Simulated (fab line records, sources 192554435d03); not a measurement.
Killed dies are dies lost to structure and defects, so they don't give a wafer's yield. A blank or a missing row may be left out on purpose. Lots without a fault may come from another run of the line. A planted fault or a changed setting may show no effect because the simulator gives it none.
fab line records | flow n5_finfet
record lots=20 wafers=60 last_day=18
route steps=1938 shown BEOL_M10@1491 BEOL_M11@1591 BEOL_M12@1617
lots that met no fault: from a run of the same line without faults
start_h: hours from the record's first day to the start of the lot's first wafer shown | wait_h: hours since the lot's step before | " the same as in the row above | L1.1+2: a row that stands for several wafers | - no value, or no start given | * or withheld: withheld | < > ~ a bound
route shown NAME@n: a module of which the file shows steps, and the number in the route of the first | usual: mean/standard deviation of fault-free wafers | same: alike in all rows | chamber/n: place in a boat | sites: the reading at each site | _std_site: their standard deviation | _edge_site: outer sites' mean less inner sites' | radius_mm: how far each site lies from the wafer's centre | mask NAME#n: copy n | behind: the tool/chamber that last shaped the wafer | hold: why the lot was held/for how many hours/how that ended | device: the transistor (n, p or np) that didn't switch | end of line: the same wafers' tests at the end of the route | a step without rows: its recipe alone | killed: dies lost to structure and defects at the first sort, not the wafer's yield | map: a wafer's dies, x killed, . not, _ none there
set.NAME: the setting as run; set.NAME@STEP: as run at that earlier step | model.NAME: the simulator's own value behind a step, which no gauge read
steps of the route over a sample of lots; a table a step, a row a wafer
services: from which hour (start_h, from the record's first day; less than 0 if before it) a tool's chamber was out of use, for how many hours, and why
## steps
# step N5_BEOL_M10_HM_OPEN_17
# recipe chemistry=Cl2/BCl3 target_depth_a=200 overetch_a=60 target=TiN mask_material=SOC ion_energy_ev=150 pressure_mtorr=10 icp_w=1000 bias_w=126 Cl2_flow_sccm=53.25 bcl3_flow_sccm=21.75 Ar_flow_sccm=25
# usual bias_w=126.0/0.35 chamber_pressure_mTorr=10.001/0.0095 drypump_motor_current_A=5.7/0.38 mfc_ar_sccm=24.98/0.078 mfc_cl2_sccm=53.26/0.16 oes_product_au=0.68/0.068 throttle_valve_pct=22.02/0.25
# columns lot.wafer tool chamber start_h wait_h bias_w chamber_pressure_mTorr drypump_motor_current_A mfc_ar_sccm mfc_cl2_sccm oes_product_au rf_hours_counter_h throttle_valve_pct
L074.1 rie_metal-02 1 212.76 0.0 125.8 10.011 6.3 25.03 53.27 0.65 43 21.57
L074.2 " 0 " " 126.6 9.988 5.6 25.00 53.22 0.64 51 21.91
L074.3 " 1 " " 126.6 9.999 6.3 25.00 53.11 0.66 - 21.60
L075.1 rie_metal-01 0 216.31 0.0 125.5 9.999 5.1 24.93 53.12 0.77 12 22.26
L075.4 " 0 " " 126.0 9.984 5.2 24.92 53.18 0.76 - 22.27
L075.6 " 0 " " 126.0 9.995 5.2 24.84 53.59 0.75 - 22.29
L077.4 rie_metal-01 1 231.22 0.1 126.5 9.984 5.5 25.12 53.26 0.81 - 22.21
L077.5 " 0 " " 125.9 9.990 5.2 25.05 53.46 0.75 - 22.30
L077.6 " 1 " " 125.8 10.005 5.5 24.96 53.35 0.81 - 22.23
L076.3 rie_metal-02 0 234.01 0.1 125.7 10.002 5.7 25.05 53.48 0.63 - 21.90
L076.4 " 1 " " 125.7 10.013 6.3 25.10 53.40 0.65 - 21.58
L076.5 " 1 " " 125.9 10.007 6.3 25.10 53.30 0.64 - 21.59
L079.1 rie_metal-03 1 237.23 0.0 125.8 9.983 5.9 25.05 53.30 0.66 44 22.21
L079.2 " 0 " " 126.2 9.999 5.6 24.84 53.27 0.65 46 21.88
L079.3 " 0 " " 125.4 10.006 5.6 24.98 53.40 0.65 - 21.89
L078.2 rie_metal-01 0 243.10 0.0 126.0 10.026 5.2 25.02 53.35 0.74 16 22.28
L078.4 " 0 " " 126.4 9.995 5.2 25.05 53.33 0.75 - 22.29
L078.5 " 0 " " 125.7 10.004 5.2 25.06 53.44 0.74 - 22.29
L083.1 rie_metal-03 1 260.39 0.0 126.8 10.004 5.9 24.85 53.14 0.65 47 22.20
L083.3 " 0 " " 125.7 10.001 5.6 24.89 53.24 0.64 - 21.88
L083.4 " 1 " " 125.9 10.006 6.0 24.93 53.39 0.64 - 22.22
L082.1 rie_metal-02 1 267.71 0.0 125.6 9.999 6.3 24.97 53.47 0.64 48 21.62
L082.4 " 1 " " 125.7 10.005 6.3 24.98 53.29 0.64 - 21.62
L082.6 " 0 " " 125.8 10.007 5.6 24.98 53.12 0.63 - 21.90
L084.1 rie_metal-02 1 281.86 0.0 126.0 10.004 6.3 25.01 53.13 0.63 49 21.61
L084.4 " 1 " " 125.8 9.990 6.3 24.94 53.34 0.63 - 21.61
L084.6 " 0 " " 126.2 10.013 5.6 24.98 53.46 0.63 - 21.89
L085.1 rie_metal-01 1 290.09 0.0 125.8 10.007 5.5 25.02 53.13 0.79 8 22.22
L085.2 " 0 " " 125.4 10.007 5.2 24.95 53.08 0.74 19 22.27
L085.3 " 0 " " 125.7 9.995 5.2 24.82 53.60 0.74 - 22.30
L086.3 rie_metal-03 0 301.03 0.1 126.0 10.011 5.6 24.86 53.44 0.63 - 21.92
L086.4 " 1 " " 126.1 9.986 5.9 24.95 52.92 0.64 - 22.23
L086.6 " 0 " " 125.7 10.004 5.6 24.94 53.36 0.62 - 21.89
L089.2 rie_metal-01 0 305.51 0.0 125.9 10.004 5.1 25.01 53.27 0.73 21 22.29
L089.4 " 0 " " 125.6 9.992 5.2 25.01 53.19 0.73 - 22.28
L089.5 " 1 " " 126.0 9.982 5.5 24.99 52.94 0.77 - 22.22
L087.2 rie_metal-03 0 310.09 0.0 126.2 10.001 5.6 25.00 53.39 0.64 53 21.88
L087.3 " 0 " " 125.6 10.013 5.6 25.03 53.44 0.63 - 21.91
L087.4 " 1 " " 125.7 9.989 5.9 24.98 52.92 0.63 - 22.24
L088.3 rie_metal-03 1 311.76 0.1 126.0 9.988 5.9 25.18 53.19 0.64 - 22.25
L088.4 " 0 " " 126.2 9.988 5.6 24.98 53.01 0.64 - 21.89
L088.5 " 0 " " 125.7 10.010 5.6 25.08 52.98 0.63 - 21.89
L090.1 rie_metal-02 0 326.51 0.0 126.0 10.012 5.6 25.02 53.37 0.62 60 21.92
L090.2 " 1 " " 126.4 10.009 6.3 25.01 53.39 0.63 52 21.60
L090.3 " 0 " " 125.4 10.004 5.6 24.96 53.12 0.62 - 21.90
L091.1 rie_metal-01 0 333.33 0.0 125.9 10.001 5.1 25.15 53.34 0.72 24 22.30
L091.5 " 1 " " 125.8 9.998 5.5 24.87 53.15 0.77 - 22.23
L091.6 " 0 " " 126.0 10.009 5.2 25.03 53.05 0.72 - 22.30
L094.2 rie_metal-02 1 342.84 0.0 126.4 10.010 6.3 24.93 53.18 0.62 53 21.62
L094.3 " 0 " " 126.1 10.010 5.6 24.94 53.49 0.62 - 21.89
L094.5 " 0 " " 126.3 10.017 5.6 25.05 53.43 0.62 - 21.91
L092.1 rie_metal-02 1 360.08 0.0 126.0 9.985 6.4 24.99 53.26 0.62 55 21.62
L092.3 " 0 " " 125.4 9.992 5.6 25.12 53.06 0.62 - 21.94
L092.4 " 1 " " 125.5 9.989 6.4 24.91 53.27 0.62 - 21.62
L096.1 rie_metal-01 0 364.99 0.0 125.3 10.006 5.2 25.11 53.23 0.72 26 22.30
L096.4 " 0 " " 125.7 10.003 5.2 25.07 53.34 0.71 - 22.30
L096.6 " 1 " " 125.9 9.993 5.5 24.92 53.34 0.76 - 22.23
L097.2 rie_metal-02 1 382.83 0.0 126.0 10.000 6.3 24.92 53.09 0.62 56 21.62
L097.5 " 0 " " 125.4 10.003 5.6 24.97 53.35 0.61 - 21.93
L097.6 " 1 " " 125.9 10.004 6.3 24.94 53.10 0.61 - 21.65
# step N5_BEOL_M10_CD_MEAS_28
# recipe target_cd_nm=70 landing_energy_ev=500 detector=se_inlens polarity=opening
# usual cd_nm=69.5/1
# columns lot.wafer tool chamber start_h wait_h cd_nm
L074.1 cd_sem-03 0 214.85 - 70.2
L074.2 " 0 " " 69.9
L074.3 " 0 " " 68.3
L075.1 cd_sem-02 0 216.95 - 69.4
L075.4 " 0 " " 69.8
L075.6 " 0 " " 68.8
L077.4 cd_sem-01 0 232.38 - 70.5
L077.5 " 0 " " 70.1
L077.6 " 0 " " 70.4
L076.3 cd_sem-01 0 235.56 - 69.9
L076.4 " 0 " " 69.3
L076.5 " 0 " " 69.3
L079.1 cd_sem-02 0 237.83 - 72.0
L079.2 " 0 " " 72.1
L079.3 " 0 " " 70.4
L078.2 cd_sem-03 0 244.66 - 69.9
L078.4 " 0 " " 69.6
L078.5 " 0 " " 68.5
L083.1 cd_sem-02 0 263.03 - 70.6
L083.3 " 0 " " 70.3
L083.4 " 0 " " 69.5
L082.1 cd_sem-03 0 270.25 - 71.5
L082.4 " 0 " " 70.0
L082.6 " 0 " " 69.7
L084.1 cd_sem-02 0 282.74 - 70.2
L084.4 " 0 " " 68.1
L084.6 " 0 " " 70.6
L085.1 cd_sem-01 0 290.87 - 69.7
L085.2 " 0 " " 69.8
L085.3 " 0 " " 69.1
L086.3 cd_sem-03 0 305.30 - 67.7
L086.4 " 0 " " 69.2
L086.6 " 0 " " 68.7
L089.2 cd_sem-02 0 310.64 - 68.6
L089.4 " 0 " " 69.4
L089.5 " 0 " " 66.8
L087.2 cd_sem-01 0 310.68 - 69.5
L087.3 " 0 " " 69.6
L087.4 " 0 " " 68.6
L088.3 cd_sem-01 0 312.33 - 69.7
L088.4 " 0 " " 68.8
L088.5 " 0 " " 70.6
L090.1 cd_sem-01 0 328.20 - 70.3
L090.2 " 0 " " 68.4
L090.3 " 0 " " 70.3
L091.1 cd_sem-02 0 334.71 - 68.6
L091.5 " 0 " " 67.7
L091.6 " 0 " " 69.5
L094.2 cd_sem-03 0 344.36 - 70.5
L094.3 " 0 " " 70.6
L094.5 " 0 " " 72.1
L092.1 cd_sem-02 0 360.67 - 68.4
L092.3 " 0 " " 69.2
L092.4 " 0 " " 69.4
L096.1 cd_sem-03 0 365.77 - 69.6
L096.4 " 0 " " 70.1
L096.6 " 0 " " 69.4
L097.2 cd_sem-03 0 387.68 - 69.8
L097.5 " 0 " " 67.9
L097.6 " 0 " " 70.4
# step N5_BEOL_M10_ETCH_65
# recipe chemistry=CF4 target=SiARC target_depth_a=390 mask_material=CAR-ArF time_s=65 ion_energy_ev=80 pressure_mtorr=40 source_w=545 bias_w=36 Ar_flow_sccm=100 cf4_flow_sccm=100 ends=cleared
# usual bias_w=35.98/0.12 cf4_flow_sccm=100.0/0.31 chamber_pressure_mTorr=40.00/0.034 drypump_motor_current_A=5.4/0.43 etch_rf_on_time_s=65.8/2.9 mfc_ar_sccm=100.0/0.3 oes_product_au=0.67/0.058 rf_vpp_V=184.5/1 showerhead_plenum_p_Torr=2.18/0.056 throttle_valve_pct=15.60/0.26
# columns lot.wafer tool chamber start_h wait_h bias_w cf4_flow_sccm chamber_pressure_mTorr drypump_motor_current_A etch_rf_on_time_s mfc_ar_sccm oes_product_au rf_hours_counter_h rf_vpp_V showerhead_plenum_p_Torr throttle_valve_pct
L074.1 rie_diel-01 2 215.28 0.0 36.08 99.8 39.99 5.2 70.3 99.9 0.65 100 183.9 2.15 15.26
L074.2 " 3 " " 35.83 100.2 40.02 5.7 67.6 99.6 0.63 132 185.1 2.16 16.02
L074.3 " 0 " " 36.10 100.4 40.03 6.0 64.0 99.8 0.87 1 184.4 2.25 15.28
L075.1 rie_diel-02 1 217.23 0.0 36.32 99.9 39.98 5.0 69.8 99.9 0.65 110 184.9 2.25 15.57
L075.4 " 2 " " 36.11 100.2 40.02 6.3 67.0 100.2 0.70 66 185.1 2.26 15.51
L075.6 " 1 " " 36.10 99.9 40.04 4.9 71.1 100.3 0.64 - 185.1 2.25 15.58
L077.4 rie_diel-05 3 232.80 0.0 36.18 99.9 40.08 5.1 65.5 100.2 0.69 102 185.6 2.16 15.70
L077.5 " 1 " " 35.99 99.8 40.04 5.6 65.0 100.1 0.64 - 183.5 2.22 15.26
L077.6 " 0 " " 35.86 99.7 40.00 5.4 61.4 99.5 0.75 - 183.8 2.08 15.66
L076.3 rie_diel-05 1 235.68 0.0 36.04 100.3 39.95 5.6 64.3 100.0 0.64 158 184.9 2.22 15.28
L076.4 " 3 " " 36.04 99.6 39.99 5.1 65.1 100.4 0.69 103 183.9 2.16 15.71
L076.5 " 3 " " 36.18 100.0 39.98 5.1 65.4 100.5 0.69 - 183.4 2.16 15.72
L079.1 rie_diel-02 0 238.20 0.0 36.16 100.0 40.02 4.8 64.6 99.8 0.64 170 184.7 2.13 15.55
L079.2 " 2 " " 35.76 100.2 39.98 6.3 65.4 100.5 0.70 71 186.0 2.25 15.54
L079.3 " 1 " " 35.98 100.1 39.97 5.0 70.5 99.6 0.65 116 186.4 2.25 15.59
L078.2 rie_diel-02 2 245.22 0.0 35.96 99.8 40.00 6.4 66.6 99.9 0.70 74 185.4 2.25 15.56
L078.4 " 3 " " 35.99 100.0 40.03 5.2 62.4 100.0 0.65 151 184.2 2.15 15.77
L078.5 " 1 " " 35.87 100.0 39.98 5.0 71.7 99.8 0.63 - 185.9 2.25 15.61
L083.1 rie_diel-01 1 263.29 0.0 35.83 99.5 39.99 5.7 67.9 100.9 0.69 61 184.6 2.26 15.80
L083.3 " 3 " " 36.05 100.1 40.03 5.7 67.4 100.4 0.62 153 183.2 2.16 16.05
L083.4 " 0 " " 35.96 100.4 40.04 6.0 64.0 100.7 0.81 14 184.4 2.25 15.32
L082.1 rie_diel-01 1 270.38 0.0 36.00 99.8 39.97 5.7 67.6 100.4 0.69 63 185.3 2.26 15.82
L082.4 " 2 " " 35.95 100.2 39.96 5.2 68.9 100.0 0.64 121 183.7 2.15 15.29
L082.6 " 0 " " 35.88 100.3 40.02 6.0 64.4 100.2 0.80 - 186.0 2.25 15.30
L084.1 rie_diel-05 1 282.98 0.0 35.94 99.7 40.06 5.6 63.9 99.7 0.63 175 185.0 2.21 15.30
L084.4 " 0 " " 36.14 100.1 39.97 5.4 60.9 100.4 0.74 93 184.0 2.08 15.71
L084.6 " 1 " " 35.87 100.2 40.02 5.6 64.0 100.2 0.64 - 186.0 2.21 15.31
L085.1 rie_diel-02 1 290.99 0.0 36.18 99.9 39.97 4.9 69.6 99.9 0.63 136 184.9 2.24 15.62
L085.2 " 2 " " 36.14 99.9 39.92 6.3 66.1 100.0 0.68 90 185.5 2.25 15.58
L085.3 " 3 " " 35.89 99.9 39.98 5.2 61.4 100.2 0.65 167 183.2 2.14 15.79
L086.3 rie_diel-01 0 305.42 0.0 36.04 100.3 39.97 6.0 64.4 100.1 0.78 28 185.3 2.24 15.34
L086.4 " 3 " " 35.99 99.7 39.98 5.7 67.2 100.2 0.62 168 184.3 2.15 16.08
L086.6 " 0 " " 35.94 100.5 40.03 6.0 64.0 99.8 0.79 - 184.8 2.24 15.32
L089.2 rie_diel-01 1 310.76 0.0 35.84 100.6 39.95 5.7 67.8 99.6 0.68 74 186.1 2.25 15.84
L089.4 " 2 " " 35.99 100.2 39.97 5.2 70.5 100.2 0.62 137 185.0 2.14 15.32
L089.5 " 1 " " 35.97 100.1 40.01 5.7 67.5 100.3 0.68 - 186.4 2.25 15.85
L087.2 rie_diel-02 2 310.96 0.0 35.94 99.6 40.02 6.3 66.6 99.8 0.68 95 186.2 2.25 15.58
L087.3 " 1 " " 36.04 99.2 40.05 5.0 70.0 100.0 0.63 141 186.3 2.24 15.63
L087.4 " 0 " " 35.86 100.0 40.01 4.9 64.9 100.3 0.63 195 183.7 2.12 15.59
L088.3 rie_diel-05 2 312.45 0.0 35.96 100.2 40.00 5.2 64.5 100.1 0.77 31 185.4 2.17 15.19
L088.4 " 1 " " 36.16 99.9 40.03 5.6 63.7 99.6 0.64 184 185.4 2.21 15.32
L088.5 " 1 " " 36.15 99.8 39.95 5.6 64.1 100.1 0.63 - 185.0 2.21 15.32
L090.1 rie_diel-01 0 328.32 0.0 35.93 100.2 40.02 6.1 63.3 100.1 0.76 36 184.8 2.24 15.35
L090.2 " 2 " " 35.95 100.3 39.98 5.2 70.2 100.1 0.62 142 184.3 2.14 15.36
L090.3 " 3 " " 36.07 99.9 39.94 5.7 67.3 100.0 0.61 176 181.8 2.15 16.09
L091.1 rie_diel-05 2 335.08 0.0 35.94 99.9 39.98 5.2 65.3 100.1 0.75 39 185.2 2.17 15.21
L091.5 " 3 " " 35.92 99.4 40.00 5.1 65.3 100.1 0.67 - 184.2 2.15 15.76
L091.6 " 2 " " 35.99 99.6 39.97 5.2 65.2 100.4 0.75 - 183.5 2.17 15.22
L094.2 rie_diel-02 0 344.54 0.0 36.01 100.1 39.92 4.9 64.7 99.8 0.62 208 185.1 2.12 15.63
L094.3 " 2 " " 35.82 100.1 40.02 6.3 66.9 99.9 0.66 107 184.7 2.24 15.61
L094.5 " 3 " " 35.81 99.9 40.01 5.2 61.2 100.1 0.63 - 184.9 2.14 15.82
L092.1 rie_diel-01 0 360.84 0.0 35.96 99.9 40.00 6.0 63.2 100.4 0.75 47 186.2 2.24 15.36
L092.3 " 2 " " 36.11 100.2 40.02 5.2 69.5 100.3 0.62 154 184.3 2.13 15.36
L092.4 " 1 " " 35.84 100.1 40.02 5.7 68.0 99.9 0.66 91 184.2 2.25 15.87
L096.1 rie_diel-02 0 365.89 0.0 36.02 99.8 40.05 4.9 64.6 100.3 0.61 215 182.9 2.11 15.60
L096.4 " 2 " " 35.89 99.9 39.97 6.4 67.2 99.8 0.66 114 185.4 2.24 15.63
L096.6 " 0 " " 36.01 100.1 40.03 4.9 64.4 100.6 0.62 - 184.7 2.11 15.62
L097.2 rie_diel-02 1 387.84 0.0 35.78 100.1 40.05 5.0 71.0 100.4 0.61 168 186.2 2.23 15.71
L097.5 " 3 " " 35.98 100.1 40.02 5.2 61.2 99.8 0.63 - 185.0 2.13 15.86
L097.6 " 2 " " 35.81 99.5 39.98 6.3 66.4 99.7 0.65 - 185.0 2.24 15.63
# step N5_BEOL_M10_CD_MEAS_35
# recipe target_cd_nm=70 polarity=opening
# usual cd_nm=69.6/0.89
# columns lot.wafer tool chamber start_h wait_h cd_nm
L074.1 cd_sem-03 - 215.89 0.0 69.5
L074.2 " - " " 68.9
L074.3 " - " " 68.9
L075.1 cd_sem-01 - 217.84 0.0 71.0
L075.4 " - " " 71.9
L075.6 " - " " 71.1
L077.4 cd_sem-03 - 233.41 0.0 70.6
L077.5 " - " " 70.1
L077.6 " - " " 69.8
L076.3 cd_sem-01 - 236.29 0.0 69.7
L076.4 " - " " 69.8
L076.5 " - " " 69.4
L079.1 cd_sem-03 - 238.81 0.0 68.0
L079.2 " - " " 69.5
L079.3 " - " " 70.0
L078.2 cd_sem-02 - 245.83 0.0 69.6
L078.4 " - " " 69.8
L078.5 " - " " 69.9
L083.1 cd_sem-01 - 263.90 0.0 68.1
L083.3 " - " " 68.0
L083.4 " - " " 69.0
L082.1 cd_sem-01 - 270.99 0.0 69.2
L082.4 " - " " 67.9
L082.6 " - " " 68.8
L084.1 cd_sem-02 - 283.59 0.0 69.0
L084.4 " - " " 69.4
L084.6 " - " " 69.7
L085.1 cd_sem-01 - 291.60 0.0 70.4
L085.2 " - " " 70.2
L085.3 " - " " 71.0
L086.3 cd_sem-02 - 306.04 0.0 71.4
L086.4 " - " " 69.3
L086.6 " - " " 69.5
L089.2 cd_sem-01 - 311.37 0.0 69.4
L089.4 " - " " 70.7
L089.5 " - " " 70.8
L087.2 cd_sem-03 - 311.58 0.0 70.8
L087.3 " - " " 70.2
L087.4 " - " " 69.8
L088.3 cd_sem-02 - 313.07 0.0 71.2
L088.4 " - " " 70.7
L088.5 " - " " 70.2
L090.1 cd_sem-02 - 328.94 0.0 69.9
L090.2 " - " " 69.7
L090.3 " - " " 69.5
L091.1 cd_sem-01 - 335.70 0.0 70.5
L091.5 " - " " 70.5
L091.6 " - " " 69.9
L094.2 cd_sem-01 - 345.15 0.0 68.8
L094.3 " - " " 70.1
L094.5 " - " " 69.5
L092.1 cd_sem-03 - 361.45 0.0 68.3
L092.3 " - " " 69.1
L092.4 " - " " 70.1
L096.1 cd_sem-03 - 366.50 0.0 69.6
L096.4 " - " " 68.9
L096.6 " - " " 69.6
L097.2 cd_sem-01 - 388.45 0.0 69.1
L097.5 " - " " 69.8
L097.6 " - " " 68.7
# step N5_BEOL_M11_SURFACE_TREAT_76
# recipe gas=Ar time_s=* ion_energy_ev=* ion_current_ma_cm2=0.5 pressure_mtorr=* ar_flow_sccm=30
# usual throttle_valve_pct=*
# columns lot.wafer tool chamber start_h wait_h throttle_valve_pct
L074.1 pvd_sputter-03 - 226.92 0.2 *
L074.2 " - " " *
L074.3 " - " " *
L075.1 pvd_sputter-03 - 230.20 0.2 *
L075.4 " - " " *
L075.6 " - " " *
L077.4 pvd_sputter-01 - 242.10 0.2 *
L077.5 " - " " *
L077.6 " - " " *
L076.3 pvd_sputter-03 - 245.67 0.4 *
L076.4 " - " " *
L076.5 " - " " *
L079.1 pvd_sputter-02 - 246.30 0.2 *
L079.2 " - " " *
L079.3 " - " " *
L078.2 pvd_sputter-02 - 256.00 0.2 *
L078.4 " - " " *
L078.5 " - " " *
L083.1 pvd_sputter-02 - 274.12 0.2 *
L083.3 " - " " *
L083.4 " - " " *
L082.1 pvd_sputter-01 - 282.35 0.5 *
L082.4 " - " " *
L082.6 " - " " *
L084.1 pvd_sputter-03 - 292.60 0.2 *
L084.4 " - " " *
L084.6 " - " " *
L085.1 pvd_sputter-01 - 301.40 0.2 *
L085.2 " - " " *
L085.3 " - " " *
L086.3 pvd_sputter-01 - 316.83 0.3 *
L086.4 " - " " *
L086.6 " - " " *
L089.2 pvd_sputter-01 - 319.54 1.0 *
L089.4 " - " " *
L089.5 " - " " *
L087.2 pvd_sputter-02 - 320.34 0.2 *
L087.3 " - " " *
L087.4 " - " " *
L088.3 pvd_sputter-03 - 322.31 0.4 *
L088.4 " - " " *
L088.5 " - " " *
L090.1 pvd_sputter-01 - 336.63 0.2 *
L090.2 " - " " *
L090.3 " - " " *
L091.1 pvd_sputter-01 - 346.32 0.2 *
L091.5 " - " " *
L091.6 " - " " *
L094.2 pvd_sputter-01 - 352.08 0.2 *
L094.3 " - " " *
L094.5 " - " " *
L092.1 pvd_sputter-02 - 372.71 0.2 *
L092.3 " - " " *
L092.4 " - " " *
L096.1 pvd_sputter-01 - 376.52 0.2 *
L096.4 " - " " *
L096.6 " - " " *
L097.2 pvd_sputter-02 - 397.76 0.2 *
L097.5 " - " " *
L097.6 " - " " *
# step N5_BEOL_M12_VIA_ETCH_16
# recipe chemistry=C4F8/O2/Ar target=SiOC pressure_mtorr=30 source_w=3000 bias_w=700 Ar_flow_sccm=400 C4F8_flow_sccm=15 O2_flow_sccm=8 he_inner_torr=15 he_outer_torr=30 target_depth_a=7248 time_s=withheld ion_energy_ev=250 ends=cleared
# usual bias_w=700.0/1.9 chamber_pressure_mTorr=29.999/0.026 drypump_motor_current_A=5.4/0.41 he_inner_torr=15.000/0.027 mfc_ar_sccm=400.0/1.3 oes_product_au=0.71/0.067 rf_vpp_V=666.9/2.6 showerhead_plenum_p_Torr=3.47/0.097 throttle_valve_pct=24.16/0.29
# columns lot.wafer tool chamber start_h wait_h bias_w chamber_pressure_mTorr drypump_motor_current_A he_inner_torr mfc_ar_sccm oes_product_au rf_vpp_V showerhead_plenum_p_Torr throttle_valve_pct
L074.1 rie_diel-01 1 229.19 0.0 699.7 29.931 5.7 15.042 400.6 0.77 671.3 3.61 24.51
L074.2 " 3 " " 695.3 29.973 5.7 15.018 400.1 0.67 666.0 3.43 24.58
L074.3 " 2 " " 702.0 29.985 5.2 15.002 401.8 0.71 665.6 3.42 23.77
L075.1 rie_diel-05 0 232.01 0.0 701.4 30.014 5.4 15.004 397.9 0.77 663.6 3.33 24.39
L075.4 " 2 " " 698.5 29.997 5.2 14.951 400.4 0.89 666.6 3.47 23.73
L075.6 " 1 " " 701.1 30.029 5.6 14.977 398.2 0.68 669.7 3.56 23.83
L077.4 rie_diel-05 1 243.92 0.0 695.5 30.009 5.6 14.987 399.4 0.67 669.7 3.56 23.85
L077.5 " 2 " " 698.2 29.974 5.2 15.037 399.6 0.86 667.3 3.47 23.75
L077.6 " 1 " " 695.7 29.961 5.6 14.962 400.2 0.67 668.1 3.56 23.83
L076.3 rie_diel-02 0 247.79 0.0 702.6 29.986 4.9 15.020 401.2 0.67 664.7 3.37 23.95
L076.4 " 2 " " 696.3 30.004 6.3 14.963 401.8 0.75 669.7 3.62 24.37
L076.5 " 0 " " 699.0 30.010 4.9 15.030 400.6 0.67 664.1 3.37 23.95
L079.1 rie_diel-05 1 248.19 0.0 700.9 30.062 5.6 15.020 400.0 0.67 667.7 3.56 23.83
L079.2 " 0 " " 701.4 29.997 5.4 15.036 400.4 0.76 662.5 3.32 24.39
L079.3 " 3 " " 698.2 29.960 5.1 14.980 400.8 0.73 665.4 3.42 24.27
L078.2 rie_diel-05 3 258.26 0.0 699.5 29.995 5.1 14.984 398.5 0.73 665.1 3.42 24.25
L078.4 " 2 " " 697.1 29.989 5.1 15.008 396.7 0.85 667.7 3.47 23.77
L078.5 " 3 " " 697.0 29.980 5.1 14.949 398.8 0.73 665.7 3.42 24.27
L083.1 rie_diel-05 3 275.96 0.0 699.3 29.986 5.1 15.003 399.1 0.74 666.3 3.42 24.28
L083.3 " 1 " " 700.7 29.975 5.6 15.024 400.3 0.68 669.1 3.55 23.84
L083.4 " 0 " " 702.7 30.005 5.4 14.978 400.5 0.75 663.2 3.32 24.39
L082.1 rie_diel-05 0 284.29 0.0 699.5 30.043 5.4 15.009 400.1 0.75 662.2 3.32 24.41
L082.4 " 1 " " 699.4 29.996 5.6 14.957 401.4 0.66 669.5 3.55 23.86
L082.6 " 0 " " 699.6 30.004 5.4 14.992 399.0 0.75 663.7 3.32 24.40
L084.1 rie_diel-02 0 294.95 0.0 699.3 30.009 4.9 14.997 398.6 0.66 665.7 3.36 23.96
L084.4 " 3 " " 700.2 29.977 5.2 14.978 401.3 0.65 665.6 3.41 24.32
L084.6 " 3 " " 701.8 29.994 5.2 15.034 401.8 0.65 665.3 3.41 24.33
L085.1 rie_diel-01 3 303.41 0.0 699.0 29.985 5.7 15.005 401.6 0.66 665.5 3.42 24.65
L085.2 " 0 " " 700.6 29.961 6.0 15.036 398.6 0.82 670.2 3.58 23.91
L085.3 " 2 " " 700.2 30.052 5.2 15.028 401.0 0.68 666.1 3.41 23.81
L086.3 rie_diel-02 2 319.18 0.0 701.2 30.005 6.4 15.006 398.6 0.73 669.9 3.61 24.38
L086.4 " 0 " " 701.2 30.038 4.9 15.030 400.5 0.66 664.6 3.36 23.98
L086.6 " 2 " " 702.5 29.985 6.3 15.016 399.1 0.72 669.5 3.61 24.39
L089.2 rie_diel-01 0 321.49 0.0 698.9 29.999 6.1 15.003 400.2 0.82 671.1 3.58 23.94
L089.4 " 2 " " 699.3 29.960 5.2 14.990 399.9 0.68 665.1 3.40 23.80
L089.5 " 0 " " 699.2 30.009 6.1 14.992 400.2 0.82 670.8 3.58 23.93
L087.2 rie_diel-01 3 322.18 0.0 700.1 30.008 5.7 14.978 400.0 0.65 666.6 3.42 24.65
L087.3 " 1 " " 696.0 29.968 5.7 14.982 400.1 0.74 670.9 3.59 24.55
L087.4 " 2 " " 701.8 30.007 5.2 15.022 401.2 0.68 666.7 3.41 23.81
L088.3 rie_diel-05 3 324.92 0.0 701.9 30.000 5.1 14.999 399.6 0.71 665.1 3.41 24.29
L088.4 " 0 " " 696.5 30.002 5.4 14.972 398.3 0.73 661.0 3.31 24.41
L088.5 " 1 " " 699.1 29.979 5.6 15.043 401.5 0.65 667.5 3.54 23.87
L090.1 rie_diel-05 3 338.65 0.0 700.2 29.997 5.1 14.971 399.8 0.70 666.0 3.41 24.28
L090.2 " 2 " " 699.9 29.965 5.2 15.029 399.7 0.81 667.1 3.46 23.78
L090.3 " 0 " " 698.6 30.017 5.4 14.950 399.3 0.73 662.0 3.31 24.42
L091.1 rie_diel-02 2 348.50 0.0 699.4 30.040 6.4 15.033 401.7 0.71 670.6 3.61 24.41
L091.5 " 3 " " 699.4 30.035 5.2 14.972 398.9 0.64 665.2 3.40 24.35
L091.6 " 0 " " 702.7 29.994 4.9 15.036 402.0 0.65 665.9 3.35 24.00
L094.2 rie_diel-02 0 354.06 0.0 700.4 30.011 4.9 14.955 400.1 0.65 663.8 3.35 24.01
L094.3 " 2 " " 699.8 30.005 6.3 14.997 399.2 0.70 669.8 3.61 24.40
L094.5 " 0 " " 700.9 29.996 4.8 14.966 400.4 0.65 664.4 3.35 24.01
L092.1 rie_diel-02 3 374.55 0.0 698.2 29.978 5.2 15.015 396.8 0.64 664.6 3.40 24.36
L092.3 " 2 " " 700.2 29.988 6.3 14.967 397.8 0.71 670.7 3.60 24.40
L092.4 " 1 " " 700.5 30.022 5.0 14.999 401.4 0.66 668.4 3.58 24.39
L096.1 rie_diel-02 3 378.70 0.0 701.6 30.008 5.2 15.013 399.6 0.64 664.5 3.40 24.38
L096.4 " 2 " " 700.7 30.015 6.4 14.983 399.6 0.70 669.5 3.60 24.42
L096.6 " 1 " " 702.4 30.008 5.0 14.992 400.8 0.66 669.3 3.58 24.38
L097.2 rie_diel-05 0 399.76 0.0 697.8 30.022 5.4 15.038 398.8 0.71 661.7 3.30 24.44
L097.5 " 0 " " 697.4 29.985 5.4 15.025 399.6 0.71 661.9 3.30 24.44
L097.6 " 1 " " 697.7 30.032 5.6 14.955 400.2 0.64 669.2 3.53 23.90
## services
# columns tool chamber start_h hours kind
rie_diel-01 0 194.65 - clean
rie_diel-01 0 194.65 - consumable_replace:focus_ring
rie_diel-01 0 194.65 - consumable_replace:showerhead
rie_diel-01 0 194.65 18.3 scheduled_down
rie_diel-01 0 194.65 18.3 vent_cycle
rie_diel-02 - 201.05 2.8 pm
rie_diel-05 3 264.39 4.8 repair
rie_metal-01 - 272.73 0.1 repair
rie_diel-05 - 272.79 2.8 pm
rie_diel-01 1 293.56 7.0 repair
rie_diel-05 0 301.41 5.1 repair
pvd_sputter-02 - 305.99 6.3 repair
rie_metal-02 - 307.13 0.8 repair
rie_diel-02 2 322.94 2.0 repair
rie_metal-03 1 354.96 15.2 repair
pvd_sputter-02 - 359.20 3.8 repair
rie_diel-05 0 366.04 5.1 repair
rie_diel-01 - 373.38 0.9 repair
rie_metal-02 1 380.45 2.3 repair
## key
fault none
